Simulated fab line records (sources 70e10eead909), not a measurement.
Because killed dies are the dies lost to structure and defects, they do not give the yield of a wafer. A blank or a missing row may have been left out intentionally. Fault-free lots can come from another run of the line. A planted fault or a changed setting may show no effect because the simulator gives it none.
fab line records ; flow nand_harc
record lots=6; wafers=14; last_day=33
route steps=1302 shown A_M0@1155 A_M1@1169 END@1302
lots untouched by any fault: they come from a run of this same line in which no faults occurred
start_h: hours from the record's first day to the start of the lot's first wafer shown ; wait_h: hours since the lot's step before ; " the same as in the row above ; L1.1+2: a row that stands for several wafers ; - no value present, or no start provided ; * or withheld: withheld ; < > ~ a bound
route shown NAME@n: a module of which the file shows steps, and the number in the route of the first ; usual: the fault-free wafers' mean and standard deviation ; same: alike in all rows ; chamber/n: place in a boat ; sites: readings site by site ; _std_site: the standard deviation of these ; _edge_site: outer sites' mean less inner sites' ; radius_mm: how far each site lies from the wafer's centre ; mask NAME#n: copy n ; behind: the last tool/chamber to shape the wafer ; hold: what put the lot on hold/how long, in hours/how the hold closed ; device: the n, p or np transistor that did not switch ; end of line: tests run on the same wafers once the route is complete ; where a step has no rows: the recipe by itself ; killed: the dies lost at the first sort to structure and to defects; this is not the yield of the wafer ; map: per-die view of a wafer (x killed, . not killed, _ where there is no die)
set.NAME: the run value of the setting; set.NAME@STEP: its run value at that earlier step ; model.NAME: the simulator's own value behind a step, which no gauge read
lots at some steps of the route; a table a step, a row a wafer
services: when a tool's chamber went out of use (start_h, in hours from the record's first day, below 0 if earlier), for how many hours, and the reason
## steps
# step NHARC_A_M0_STRIP_19
# recipe time_s=600; temp_c=30; chemistry=post_etch_residue_remover
# step NHARC_A_M0_DEGAS_28
# recipe temp_c=250; time_s=60
# usual heater_power_w=350/35
lot.wafer;tool;chamber;start_h;wait_h;heater_power_w
L698.3;pvd_sputter-02;-;538.65;-;416
L698.2;pvd_sputter-02;-;538.65;-;285
L698.4;pvd_sputter-02;-;538.65;-;321
L706.4;pvd_sputter-01;-;616.58;-;364
L708.5;pvd_sputter-02;-;631.80;-;322
L711.4;pvd_sputter-02;-;678.44;-;280
L711.2;pvd_sputter-02;-;678.44;-;333
L711.6;pvd_sputter-02;-;678.44;-;281
L716.2;pvd_sputter-01;-;716.47;-;331
L716.5;pvd_sputter-01;-;716.47;-;365
L716.6;pvd_sputter-01;-;716.47;-;346
L717.4;pvd_sputter-03;-;722.75;-;334
L717.1;pvd_sputter-03;-;722.75;-;338
L717.5;pvd_sputter-03;-;722.75;-;353
# step NHARC_A_M0_PRE_CLEAN_29
# recipe time_s=30; temp_c=280; gas=H2/He
# step NHARC_A_M0_PVD_20
# recipe target_thk_a=50; bias_v=168.6; power_w=15000; chamber_pressure_pa=0.12; time_s=8.06; substrate_temp_c=50; material=TaN
# step NHARC_A_M0_PVD_21
# recipe target_thk_a=300; chamber_pressure_pa=5; power_w=5000; substrate_temp_c=30; time_s=20.49; material=Cu
# usual throttle_valve_pct=30.5/0.89
lot.wafer;tool;chamber;start_h;wait_h;throttle_valve_pct
L698.2;pvd_sputter-02;-;-;-;30.9
L698.4;pvd_sputter-02;-;-;-;30.5
L698.3;pvd_sputter-02;-;-;-;29.8
L706.4;pvd_sputter-01;-;-;-;28.9
L708.5;pvd_sputter-02;-;-;-;30.7
L711.2;pvd_sputter-02;-;-;-;29.9
L711.4;pvd_sputter-02;-;-;-;30.1
L711.6;pvd_sputter-02;-;-;-;30.2
L716.2;pvd_sputter-01;-;-;-;32.4
L716.6;pvd_sputter-01;-;-;-;28.9
L716.5;pvd_sputter-01;-;-;-;30.3
L717.1;pvd_sputter-03;-;-;-;32.0
L717.4;pvd_sputter-03;-;-;-;30.8
L717.5;pvd_sputter-03;-;-;-;31.6
# step NHARC_A_M0_ECD_22
# recipe target_thk_a=4000; bath_temp_c=25; material=Cu
# step NHARC_A_M0_ANNEAL_30
# recipe temp_c=225; time_s=90
# step NHARC_A_M0_CMP_23
# recipe t_overpolish_s=20; target_thk_nm=113.75
# usual motor_current_A=12.6/1.1; slurry_flow_ml_min=150.1/0.41; time_to_endpoint_s=28.4/2.3
lot.wafer;tool;chamber;start_h;wait_h;motor_current_A;slurry_flow_ml_min;time_to_endpoint_s
L698.2;cmp-03;3;539.76;-;11.5;149.7;25.3
L698.4;cmp-03;0;539.76;-;13.0;149.4;26.9
L698.3;cmp-03;1;539.76;-;13.7;149.4;27.5
L706.4;cmp-01;1;617.68;-;13.2;150.4;26.7
L708.5;cmp-02;3;632.99;-;12.6;150.0;25.5
L711.2;cmp-03;0;679.54;-;13.3;149.8;29.7
L711.4;cmp-03;2;679.54;-;11.8;150.2;25.7
L711.6;cmp-03;0;679.54;-;12.6;150.2;28.4
L716.2;cmp-01;2;717.61;-;11.4;150.0;32.4
L716.6;cmp-01;0;717.61;-;11.9;150.5;29.1
L716.5;cmp-01;1;717.61;-;12.5;150.5;28.6
L717.4;cmp-03;1;723.85;-;14.3;150.0;29.3
L717.1;cmp-03;3;723.85;-;12.3;150.5;28.5
L717.5;cmp-03;2;723.85;-;11.3;150.0;31.3
# step NHARC_A_M0_THK_MEAS_24
# recipe thk_meas_gauge=xrf
# usual thk_nm=113.4/1.6
lot.wafer;tool;chamber;start_h;wait_h;thk_nm
L698.2;film_metro-02;-;540.07;-;113.2
L698.3;film_metro-02;-;540.07;-;114.1
L698.4;film_metro-02;-;540.07;-;115.8
L706.4;film_metro-02;-;617.97;-;115.0
L708.5;film_metro-02;-;633.17;-;112.6
L711.2;film_metro-01;-;679.83;-;113.4
L711.4;film_metro-01;-;679.83;-;113.3
L711.6;film_metro-01;-;679.83;-;114.0
L716.2;film_metro-02;-;717.87;-;114.2
L716.5;film_metro-02;-;717.87;-;113.0
L716.6;film_metro-02;-;717.87;-;112.5
L717.1;film_metro-02;-;724.16;-;114.0
L717.4;film_metro-02;-;724.16;-;115.5
L717.5;film_metro-02;-;724.16;-;114.8
# step NHARC_A_M0_SRD_25
# step NHARC_A_M0_INSPECT_27
# usual raw_defect_count=536/140
lot.wafer;tool;chamber;start_h;wait_h;raw_defect_count
L698.2;defect_inspect-02;-;540.23;0.0;399
L698.3;defect_inspect-02;-;540.23;0.0;516
L698.4;defect_inspect-02;-;540.23;0.0;586
L706.4;defect_inspect-01;-;618.12;0.0;617
L708.5;defect_inspect-01;-;633.33;0.0;443
L711.2;defect_inspect-02;-;679.98;0.0;522
L711.4;defect_inspect-02;-;679.98;0.0;527
L711.6;defect_inspect-02;-;679.98;0.0;512
L716.2;defect_inspect-01;-;718.03;0.0;352
L716.5;defect_inspect-01;-;718.03;0.0;462
L716.6;defect_inspect-01;-;718.03;0.0;387
L717.1;defect_inspect-02;-;724.32;0.0;442
L717.4;defect_inspect-02;-;724.32;0.0;445
L717.5;defect_inspect-02;-;724.32;0.0;363
# step NHARC_A_M0_PRE_CLEAN_31
# recipe time_s=12; temp_c=370; rf_power_w=300; gas=NH3
# usual heater_power_w=643/78
lot.wafer;tool;chamber;start_h;wait_h;heater_power_w
L698.3;pecvd-01;2;540.30;0.1;488
L698.2;pecvd-01;0;540.30;0.1;582
L698.4;pecvd-01;1;540.30;0.1;559
L706.4;pecvd-01;2;618.24;0.1;518
L708.5;pecvd-01;2;633.48;0.2;561
L711.2;pecvd-04;2;680.52;0.5;651
L711.4;pecvd-04;0;680.52;0.5;699
L711.6;pecvd-04;2;680.52;0.5;659
L716.2;pecvd-04;1;718.09;0.1;642
L716.6;pecvd-04;2;718.09;0.1;619
L716.5;pecvd-04;0;718.09;0.1;732
L717.1;pecvd-04;2;724.38;0.1;686
L717.4;pecvd-04;2;724.38;0.1;677
L717.5;pecvd-04;1;724.38;0.1;697
# step NHARC_A_M0_DEP_32
# recipe target_thk_a=300; temp_c=370; target_thk_nm=30; pressure_torr=3; flow_sccm=200; rf_w=450; material=SiCN
# usual heater_power_w=598/74
lot.wafer;tool;chamber;start_h;wait_h;heater_power_w
L698.3;pecvd-01;2;540.38;0.1;500
L698.2;pecvd-01;0;540.38;0.1;574
L698.4;pecvd-01;1;540.38;0.1;576
L706.4;pecvd-01;2;618.44;0.2;451
L708.5;pecvd-01;2;633.71;0.2;507
L711.2;pecvd-04;2;680.66;0.1;649
L711.4;pecvd-04;0;680.66;0.1;649
L711.6;pecvd-04;2;680.66;0.1;645
L716.2;pecvd-04;1;718.17;0.1;651
L716.6;pecvd-04;2;718.17;0.1;614
L716.5;pecvd-04;0;718.17;0.1;687
L717.1;pecvd-04;2;724.46;0.1;533
L717.4;pecvd-04;2;724.46;0.1;532
L717.5;pecvd-04;1;724.46;0.1;628
# step NHARC_A_M1_DEP_00
# recipe target_thk_a=1825; target_thk_nm=182.5; temp_c=withheld; pressure_torr=5; flow_sccm=200; rf_w=600; material=SiOC
# step NHARC_A_M1_DEHYDRATE_01
# recipe temp_c=150; time_s=120
# step NHARC_A_M1_HMDS_02
# recipe time_s=30
# step NHARC_A_M1_COAT_34
# recipe temp_c=200; time_s=65
# step NHARC_A_M1_COAT_03
# recipe spin_rpm=1500; resist_thk_nm=90
# step NHARC_A_M1_SOFTBAKE_04
# recipe temp_c=105; time_s=55
# step NHARC_A_M1_EBR_05
# step NHARC_A_M1_EXPOSE_06
# recipe na=1.35; target_cd_nm=120; dose_mj=75.13; mask_id=A_M1
# step NHARC_A_M1_PEB_07
# recipe peb_temp_c=100; peb_time_s=65
# step NHARC_A_M1_DEVELOP_08
# recipe develop_time_s=35; dev_temp_c=23
# step NHARC_A_M1_CD_MEAS_09
# recipe target_cd_nm=120; landing_energy_ev=500
# usual cd_nm=119.9/0.54
lot.wafer;tool;chamber;start_h;wait_h;cd_nm
L698.2;cd_sem-03;0;541.49;-;119.6
L698.3;cd_sem-03;0;541.49;-;119.8
L698.4;cd_sem-03;0;541.49;-;119.9
L706.4;cd_sem-03;0;619.88;-;119.1
L708.5;cd_sem-03;0;634.75;-;119.4
L711.2;cd_sem-03;0;681.80;-;120.3
L711.4;cd_sem-03;0;681.80;-;119.9
L711.6;cd_sem-03;0;681.80;-;120.3
L716.2;cd_sem-03;0;719.42;-;119.9
L716.5;cd_sem-03;0;719.42;-;119.8
L716.6;cd_sem-03;0;719.42;-;120.5
L717.1;cd_sem-03;0;725.71;-;119.8
L717.4;cd_sem-03;0;725.71;-;120.7
L717.5;cd_sem-03;0;725.71;-;120.0
# step NHARC_A_M1_OVL_MEAS_10
# recipe pitch_nm=240
# usual overlay_x_nm=0.1/0.84; overlay_y_nm=0.2/0.87
lot.wafer;tool;chamber;start_h;wait_h;overlay_x_nm;overlay_y_nm
L698.2;overlay-01;-;541.58;-;0.0;-0.2
L698.3;overlay-01;-;541.58;-;-0.2;-0.2
L698.4;overlay-01;-;541.58;-;-0.2;-0.2
L706.4;overlay-02;-;619.96;-;0.0;-0.6
L708.5;overlay-02;-;634.83;-;0.2;-1.0
L711.2;overlay-01;-;681.89;-;0.0;-0.6
L711.4;overlay-01;-;681.89;-;-0.9;-0.4
L711.6;overlay-01;-;681.89;-;-0.2;-0.1
L716.2;overlay-01;-;719.51;-;0.5;0.4
L716.5;overlay-01;-;719.51;-;-0.1;0.5
L716.6;overlay-01;-;719.51;-;0.3;1.2
L717.1;overlay-01;-;725.80;-;0.7;0.4
L717.4;overlay-01;-;725.80;-;0.3;0.3
L717.5;overlay-01;-;725.80;-;0.3;0.7
# step NHARC_A_M1_INSPECT_11
# usual raw_defect_count=94/32
lot.wafer;tool;chamber;start_h;wait_h;hold;raw_defect_count
L698.2;defect_inspect-02;-;541.62;0.0;-;68
L698.3;defect_inspect-02;-;541.62;0.0;-;72
L698.4;defect_inspect-02;-;541.62;0.0;-;72
L706.4;defect_inspect-02;-;619.99;0.0;await_dispo/0.2h/release;806
L706.4;defect_inspect-02;-;620.17;0.2;-;809
L708.5;defect_inspect-02;-;634.87;0.0;await_dispo/0.2h/release;772
L708.5;defect_inspect-02;-;635.04;0.2;-;771
L711.2;defect_inspect-01;-;681.93;0.0;-;53
L711.4;defect_inspect-01;-;681.93;0.0;-;49
L711.6;defect_inspect-01;-;681.93;0.0;-;52
L716.2;defect_inspect-02;-;719.54;0.0;-;63
L716.5;defect_inspect-02;-;719.54;0.0;-;75
L716.6;defect_inspect-02;-;719.54;0.0;-;72
L717.1;defect_inspect-01;-;725.83;0.0;-;101
L717.4;defect_inspect-01;-;725.83;0.0;-;100
L717.5;defect_inspect-01;-;725.83;0.0;-;88
# step NHARC_A_M1_DESCUM_14
# recipe time_s=3; o2_flow_sccm=200; ar_flow_sccm=0; bias_power_w=0; chemistry=O2
# usual drypump_motor_current_A=5.5/0.48; o2_flow_sccm=199.9/0.55; oes_product_au=0.998/0.0081; rf_vpp_V=57.9/0.91; showerhead_plenum_p_Torr=1.93/0.099; throttle_valve_pct=11.310/0.0094
lot.wafer;tool;chamber;start_h;wait_h;hold;drypump_motor_current_A;o2_flow_sccm;oes_product_au;rf_hours_counter_h;rf_vpp_V;showerhead_plenum_p_Torr;throttle_valve_pct
L698.3;rie_diel-02;0;541.68;0.1;-;4.8;199.1;1.002;3.3;58.0;1.78;11.307
L698.4;rie_diel-02;2;541.68;0.1;-;4.8;199.5;1.001;3.6;58.5;2.06;11.312
L698.2;rie_diel-02;3;541.68;0.1;-;5.4;199.8;0.984;3.7;58.0;2.03;11.315
L706.4;rie_diel-02;2;632.28;12.1;await_dispo/12.0h/release;4.8;199.8;1.024;0.6;57.4;2.06;11.307
L708.5;rie_diel-06;0;638.41;3.4;await_dispo/3.1h/release;5.7;200.3;1.004;-;57.3;2.00;11.301
L711.2;rie_diel-01;1;682.01;0.1;-;6.0;200.2;1.007;5.1;58.1;1.93;11.308
L711.4;rie_diel-01;2;682.01;0.1;-;5.4;198.9;0.999;4.9;59.0;1.89;11.303
L711.6;rie_diel-01;0;682.01;0.1;-;5.5;199.9;1.015;-;56.8;1.93;11.314
L716.2;rie_diel-02;3;719.60;0.1;-;5.4;200.3;1.000;3.9;58.9;2.02;11.313
L716.6;rie_diel-02;3;719.60;0.1;-;5.4;200.4;0.993;-;59.0;2.02;11.301
L716.5;rie_diel-02;0;719.60;0.1;-;4.8;199.9;0.988;-;57.8;1.78;11.315
L717.1;rie_diel-02;2;725.89;0.1;-;4.8;198.9;1.004;4.4;59.4;2.06;11.309
L717.4;rie_diel-02;3;725.89;0.1;-;5.4;200.2;0.989;4.4;57.4;2.02;11.318
L717.5;rie_diel-02;3;725.89;0.1;-;5.4;200.4;1.003;-;57.8;2.02;11.291
# step NHARC_END_SORT_01
# recipe temp_c=25
# usual defect_limited_yield=89.9/2.6; killed_at_array=63/18; killed_at_other=1.1/1.3; killed_at_periphery=4.3/2.8; killed_dies=68/18; killed_open=3.3/2; killed_short=2.4/1.6
# same gross_dies=677
lot.wafer;tool;chamber;start_h;wait_h;defect_limited_yield[%];killed_at_array;killed_at_other;killed_at_periphery;killed_dies;killed_open;killed_short
L698.2;prober-01;0;581.60;2.8;92.6;47;0;3;50;1;1
L698.3;prober-01;0;582.40;3.1;92.8;47;0;2;49;2;1
L698.4;prober-01;0;583.20;3.4;91.3;55;0;4;59;5;0
L706.4;prober-02;0;723.68;3.4;82.7;113;1;3;117;5;1
L708.5;prober-02;0;740.10;3.7;86.0;91;0;4;95;6;1
L716.2;prober-02;0;782.94;2.8;91.7;51;2;3;56;3;2
L716.5;prober-02;0;785.33;3.7;91.6;49;2;6;57;7;3
L716.6;prober-02;0;786.12;4.0;90.7;58;2;3;63;2;2
# killed by level:class
L698.2 A_CHANNEL_HOLE_D2:chamber_film_flake=32 A_CHANNEL_HOLE_D1:chamber_film_flake=7 P_CONTACT:chamber_film_flake=3 A_WL_FILL:chamber_film_flake=2 A_SGD_CUT:geometric_particle:short=1 A_M0:geometric_particle:open=1 A_ZERO_WELL:chamber_film_flake=1 A_STAIRCASE:chamber_film_flake=1
L698.3 A_CHANNEL_HOLE_D2:chamber_film_flake=31 A_CHANNEL_HOLE_D1:chamber_film_flake=8 P_CONTACT:chamber_film_flake=2 A_WL_FILL:chamber_film_flake=2 A_ONON_D2:geometric_particle:short=1 A_CHANNEL_FILL_D2:geometric_particle:open=1 A_STAIRCASE:geometric_particle:open=1 A_ZERO_WELL:chamber_film_flake=1
L698.4 A_CHANNEL_HOLE_D2:chamber_film_flake=36 A_CHANNEL_HOLE_D1:chamber_film_flake=6 A_WL_FILL:chamber_film_flake=5 A_STAIRCASE:chamber_film_flake=4 A_CHANNEL_FILL_D1:chamber_film_flake=2 P_GATE:geometric_particle:open=1 P_M0:geometric_particle:open=1 P_M1:geometric_particle:open=1
L706.4 A_CHANNEL_HOLE_D1:chamber_film_flake=33 A_SLIT:chamber_film_flake=29 A_M0:unspecified=29 A_CHANNEL_HOLE_D2:chamber_film_flake=8 A_STAIRCASE:chamber_film_flake=4 A_CONTACT:chamber_film_flake=4 P_CONTACT:geometric_particle:open=2 A_DECK1_JOINT:geometric_particle:open=1
L708.5 A_M0:unspecified=31 A_SLIT:chamber_film_flake=29 A_CHANNEL_HOLE_D2:chamber_film_flake=13 A_CONTACT:chamber_film_flake=9 A_CHANNEL_HOLE_D1:chamber_film_flake=3 P_CONTACT:geometric_particle:open=2 P_GATE:geometric_particle:open=1 P_M2:geometric_particle:open=1
L716.2 A_CHANNEL_HOLE_D2:chamber_film_flake=26 A_CHANNEL_HOLE_D1:chamber_film_flake=7 A_SLIT:chamber_film_flake=6 A_STAIRCASE:chamber_film_flake=3 A_DECK1_JOINT:chamber_film_flake=2 A_CONTACT:chamber_film_flake=2 THIN_TSV:chamber_film_flake=2 P_BONDPAD:geometric_particle:open=1
L716.5 A_CHANNEL_HOLE_D2:chamber_film_flake=13 A_CHANNEL_HOLE_D1:chamber_film_flake=11 A_SLIT:chamber_film_flake=9 P_GATE:chamber_film_flake=4 A_CONTACT:chamber_film_flake=4 A_ONON_D2:geometric_particle:open=2 A_STAIRCASE:chamber_film_flake=2 THIN_TSV:chamber_film_flake=2
L716.6 A_CHANNEL_HOLE_D2:chamber_film_flake=28 A_CHANNEL_HOLE_D1:chamber_film_flake=13 A_WL_FILL:chamber_film_flake=4 A_CONTACT:chamber_film_flake=4 A_SLIT:chamber_film_flake=3 P_GATE:chamber_film_flake=2 THIN_TSV:chamber_film_flake=2 A_CHANNEL_FILL_D2:geometric_particle:short=1
## services
tool;chamber;start_h;hours;kind
pvd_sputter-03;-;526.04;10.0;pm
pvd_sputter-01;-;534.15;0.6;repair
cmp-03;-;535.84;1.6;repair
cmp-01;-;539.44;1.9;repair
pecvd-04;-;547.06;1.0;repair
cmp-03;-;554.09;4.0;pm
rie_diel-02;2;555.16;1.3;repair
cmp-01;-;559.34;4.6;repair
rie_diel-02;-;570.72;9.0;pm
cmp-01;-;578.72;4.0;pm
pvd_sputter-01;-;584.46;10.0;pm
cmp-03;-;603.47;2.5;repair
pvd_sputter-02;-;623.66;1.9;repair
pecvd-01;-;624.64;0.6;repair
pecvd-04;-;631.07;13.0;pm
cmp-01;-;637.46;2.6;repair
pvd_sputter-02;-;638.31;10.0;pm
cmp-03;-;652.09;4.0;pm
pecvd-01;-;665.19;1.4;repair
pecvd-01;2;669.30;15.0;repair
pecvd-01;-;673.00;13.0;pm
pvd_sputter-03;-;704.04;10.0;pm
cmp-03;-;708.50;2.6;repair
pecvd-01;1;713.01;3.4;repair
## key
first_sign step=NHARC_A_M1_INSPECT_11; reading=visit; direction=added
effect step=NHARC_A_M1_INSPECT_11; reading=raw_defect_count; direction=up; sigmas=21; usual=94; struck=789
more_kills_born_at NHARC_A_M0_PRE_CLEAN_31@pecvd-01=60
met_at NHARC_A_M0_PRE_CLEAN_31
struck_wafers L706.4,L708.5
onset_between 540.30 618.24
also_fits NHARC_A_M0_DEP_32:pecvd-01
fault kind=chamber_particle_source; tool=pecvd-01; chamber=2; onset_h=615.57; steps=NHARC_A_M0_PRE_CLEAN_31; rate_per_visit_cm2=1.0109; end_h=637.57
